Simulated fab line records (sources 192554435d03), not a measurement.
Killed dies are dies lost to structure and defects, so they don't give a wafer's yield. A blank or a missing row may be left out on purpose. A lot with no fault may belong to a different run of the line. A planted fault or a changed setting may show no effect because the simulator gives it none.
Chamber matching    flow n5-finfet    pecvd-04 running N5_BEOL_M0_SAQP_PECVD_00: 3 sister chambers
The step deposits SiCN from 3MS/NH3, target thk 8 nm, time 14 s. 16 wafers are shown with their chamber, then 8 later ones without.

WAFERS, EACH WITH ITS CHAMBER
wafer   chamber  throttle-valve-pct (%)  showerhead-plenum-p-Torr (Torr)
L080.2  2        8.6                     3.659
L080.4  1        8.8                     3.665
L080.5  0        9.5                     3.643
L082.1  0        9.0                     3.641
L082.3  2        8.8                     3.671
L082.6  2        8.6                     3.651
L084.3  1        9.1                     3.670
L084.5  1        9.1                     3.673
L084.6  2        8.4                     3.660
L086.1  1        9.2                     3.682
L086.3  2        8.7                     3.666
L086.4  2        8.8                     3.669
L089.2  2        8.6                     3.653
L089.3  1        9.1                     3.676
L089.6  2        8.7                     3.665
L090.1  0        9.1                     3.662

SIGNATURES, as means of the wafers listed above
reading                   chamber 0  chamber 1  chamber 2  scatter within a chamber
throttle-valve-pct        9.200      9.060      8.650      0.165
showerhead-plenum-p-Torr  3.64867    3.67320    3.66175    0.00785
Rule: a wafer lies at a distance from a chamber equal to the root of the sum of squares, over the readings, of (its reading less the chamber's mean, divided by the reading's scatter). The wafer belongs to the nearest chamber; if the next one is less than 2 further off, it can't be placed. The scatter: take each reading less its chamber's mean, square it, sum over the shown wafers, divide by the number of wafers less the number of chambers, and take the root.

WAFERS MISSING THEIR CHAMBER
wafer   throttle-valve-pct (%)  showerhead-plenum-p-Torr (Torr)
L090.2  8.9                     3.675
L090.3  8.4                     3.662
L094.1  9.0                     3.676
L094.2  8.0                     3.655
L094.5  8.1                     3.649
L096.2  9.1                     3.649
L096.4  9.2                     3.650
L096.6  7.8                     3.665

THE CHAMBER EACH PASSED THROUGH
wafer   from the rows above      in truth
L090.2  can't be placed: 1 or 2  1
L090.3  2                        2
L094.1  1                        1
L094.2  2                        2
L094.5  2                        2
L096.2  0                        0
L096.4  0                        0
L096.6  2                        2
Correctly placed: 7 of 8. Can't be placed from these rows: 1 (the true chamber is among the candidates in 1). Placed wrongly: 0.
